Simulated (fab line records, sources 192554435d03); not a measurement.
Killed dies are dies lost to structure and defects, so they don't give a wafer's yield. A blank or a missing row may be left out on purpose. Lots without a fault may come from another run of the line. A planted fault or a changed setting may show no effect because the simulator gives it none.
Which tool did it? | flow n5_finfet | 11 lots, 33 wafers sampled, at 4 steps of a route of 1938

WHAT THE GAUGES READ, wafer by wafer
The record holds no reading of a measuring or inspecting step that can be judged against a usual standard deviation.

WHICH TOOL RAN EACH LOT (tool, then ch and the chambers of the sampled wafers, then the start)
lot  | N5_BEOL_M8_ALD_77                   | N5_BEOL_M9_CURE_71            | N5_BEOL_M9_COAT_60                | N5_BEOL_M9_HM_OPEN_17
L280 | ald_metal-04 ch 0,3, day 9 00:10    | uv_cure-01 ch 0, day 9 02:17  | litho_track-04 ch 0, day 9 03:39  | rie_metal-01 ch 0, day 9 04:34
L282 | ald_metal-04 ch 1,2,3, day 9 06:19  | uv_cure-01 ch 1, day 9 07:55  | litho_track-04 ch 0, day 9 11:19  | rie_metal-03 ch 0,1, day 9 11:55
L287 | ald_metal-03 ch 0,1,2, day 10 19:34 | uv_cure-01 ch 2, day 10 22:49 | litho_track-01 ch 0, day 10 23:23 | rie_metal-02 ch 0,1, day 11 00:10
L284 | ald_metal-04 ch 0,1,3, day 10 19:47 | uv_cure-02 ch 1, day 10 22:53 | litho_track-04 ch 0, day 10 23:55 | rie_metal-02 ch 0,1, day 11 00:31
L289 | ald_metal-04 ch 0,1,2, day 11 14:58 | uv_cure-02 ch 2, day 11 18:58 | litho_track-01 ch 0, day 11 20:29 | rie_metal-03 ch 0,1, day 11 21:12
L293 | ald_metal-01 ch 1,2,3, day 12 18:20 | uv_cure-01 ch 0, day 12 21:59 | litho_track-01 ch 0, day 12 22:55 | rie_metal-01 ch 0,1, day 13 00:12
L296 | ald_metal-01 ch 0,2,3, day 13 14:15 | uv_cure-02 ch 0, day 13 16:24 | litho_track-01 ch 0, day 13 18:47 | rie_metal-02 ch 0,1, day 13 19:30
L299 | ald_metal-03 ch 1,2, day 13 21:53   | uv_cure-01 ch 1, day 13 23:41 | litho_track-04 ch 0, day 14 01:12 | rie_metal-02 ch 0,1, day 14 02:13
L300 | ald_metal-03 ch 1,2,3, day 14 04:49 | uv_cure-02 ch 0, day 14 06:41 | litho_track-04 ch 0, day 14 08:58 | rie_metal-02 ch 0,1, day 14 09:43
L301 | ald_metal-03 ch 0,1,3, day 14 09:59 | uv_cure-03 ch 1, day 14 11:57 | litho_track-02 ch 0, day 14 14:19 | rie_metal-02 ch 0,1, day 14 14:55
L302 | ald_metal-04 ch 2,3, day 15 05:31   | uv_cure-02 ch 1, day 15 07:16 | litho_track-02 ch 0, day 15 08:46 | rie_metal-03 ch 0,1, day 15 09:36
- N5_BEOL_M8_ALD_77: deposits TaN, target thk 2 nm, pulse time 2 s, purge time 3 s.
- N5_BEOL_M9_CURE_71: cures SiCOH lowk, time 240 s.
- N5_BEOL_M9_COAT_60: time 60 s, resist thk 30 nm.
- N5_BEOL_M9_HM_OPEN_17: chemistry Cl2/BCl3, target TiN, target depth 20 nm, overetch 6 nm.

WHAT THE TOOLS THEMSELVES READ (means of the sampled wafers that have a number; where no wafer has one, the mark that the record gives instead)
N5_BEOL_M8_ALD_77. Usual: heater_power_w 412 W, standard deviation 35.
lot  | tool         | heater_power_w (W) | flag
L280 | ald_metal-04 | 393                |
L282 | ald_metal-04 | 389                |
L287 | ald_metal-03 | 447                |
L284 | ald_metal-04 | 406                |
L289 | ald_metal-04 | 398                |
L293 | ald_metal-01 | 381                |
L296 | ald_metal-01 | 382                |
L299 | ald_metal-03 | 461                |
L300 | ald_metal-03 | 438                |
L301 | ald_metal-03 | 436                |
L302 | ald_metal-04 | 371                |

N5_BEOL_M9_CURE_71. Usual: lamp_power_pct 52.32 %, standard deviation 0.055; wafer_temp_C_max 387.3, standard deviation 0.75.
lot  | tool       | lamp_power_pct (%) | wafer_temp_C_max | flag
L280 | uv_cure-01 | 52.33              | 386.5            |
L282 | uv_cure-01 | 52.31              | 387.4            |
L287 | uv_cure-01 | 52.33              | 386.7            |
L284 | uv_cure-02 | 52.35              | 387.9            |
L289 | uv_cure-02 | 52.32              | 386.9            |
L293 | uv_cure-01 | 52.29              | 386.6            |
L296 | uv_cure-02 | 52.34              | 386.5            |
L299 | uv_cure-01 | 52.32              | 387.4            |
L300 | uv_cure-02 | 52.31              | 387.2            |
L301 | uv_cure-03 | 52.28              | 387.7            |
L302 | uv_cure-02 | 52.32              | 387.5            |

N5_BEOL_M9_COAT_60. Usual: heater_power_total_W 427.2 W, standard deviation 2.1; spin_speed_rpm 1499.9 rpm, standard deviation 1.
lot  | tool           | heater_power_total_W (W) | spin_speed_rpm (rpm) | flag
L280 | litho_track-04 | 426.2                    | 1499.9               |
L282 | litho_track-04 | 428.2                    | 1500.1               |
L287 | litho_track-01 | 428.3                    | 1500.7               |
L284 | litho_track-04 | 429.8                    | 1500.8               |
L289 | litho_track-01 | 426.7                    | 1500.5               |
L293 | litho_track-01 | 424.9                    | 1560.8               | OFF
L296 | litho_track-01 | 427.5                    | 1560.2               | OFF
L299 | litho_track-04 | 425.0                    | 1499.9               |
L300 | litho_track-04 | 428.4                    | 1498.8               |
L301 | litho_track-02 | 426.7                    | 1499.5               |
L302 | litho_track-02 | 426.5                    | 1500.3               |

N5_BEOL_M9_HM_OPEN_17. Usual: drypump_motor_current_A 5.6 A, standard deviation 0.35; he_backside_leak_sccm 3.4 sccm, standard deviation 0.36; oes_product_au 0.72 a.u., standard deviation 0.059; throttle_valve_pct 22.07 %, standard deviation 0.16.
lot  | tool         | drypump_motor_current_A (A) | he_backside_leak_sccm (sccm) | oes_product_au (a.u.) | throttle_valve_pct (%) | flag
L280 | rie_metal-01 | 5.1                         | 3.2                          | 0.74                  | 21.94                  |
L282 | rie_metal-03 | 5.7                         | 3.3                          | 0.74                  | 21.98                  |
L287 | rie_metal-02 | 5.9                         | 3.6                          | 0.62                  | 22.27                  |
L284 | rie_metal-02 | 6.0                         | 3.5                          | 0.62                  | 22.27                  |
L289 | rie_metal-03 | 5.7                         | 3.4                          | 0.72                  | 21.99                  |
L293 | rie_metal-01 | 5.4                         | 3.4                          | 0.72                  | 21.98                  |
L296 | rie_metal-02 | 5.9                         | 3.4                          | 0.77                  | 22.19                  |
L299 | rie_metal-02 | 5.9                         | 3.4                          | 0.78                  | 22.18                  |
L300 | rie_metal-02 | 5.6                         | 3.3                          | 0.76                  | 22.30                  |
L301 | rie_metal-02 | 5.6                         | 3.3                          | 0.76                  | 22.31                  |
L302 | rie_metal-03 | 5.6                         | 4.6                          | 0.68                  | 22.02                  | OFF

THE ANSWER, worked out from the rows above alone
Rule: a lot is off if the mean of its wafers that have a number lies more than 3 standard deviations from the usual mean. A lot without any number at a reading at which 4 lots or more have one is off too. The other lots that the step has rows for count as sound. The gauges are gone through in route order, then the tools' own readings, and for those a lot's mean is taken as printed above. The first step at which some lot is off is used, and at that step the reading that is off furthest; a lot without a number counts as furthest.
Off: L293, L296, at N5_BEOL_M9_COAT_60 (spin_speed_rpm).
A tool fits if, at that step or a process step before it, it ran every lot that is off, and no sound lot after the first of them. Can't be told from this: 2 tools fit, ald_metal-01 at N5_BEOL_M8_ALD_77, litho_track-01 at N5_BEOL_M9_COAT_60.

WHAT THE SIMULATOR HAD PUT IN
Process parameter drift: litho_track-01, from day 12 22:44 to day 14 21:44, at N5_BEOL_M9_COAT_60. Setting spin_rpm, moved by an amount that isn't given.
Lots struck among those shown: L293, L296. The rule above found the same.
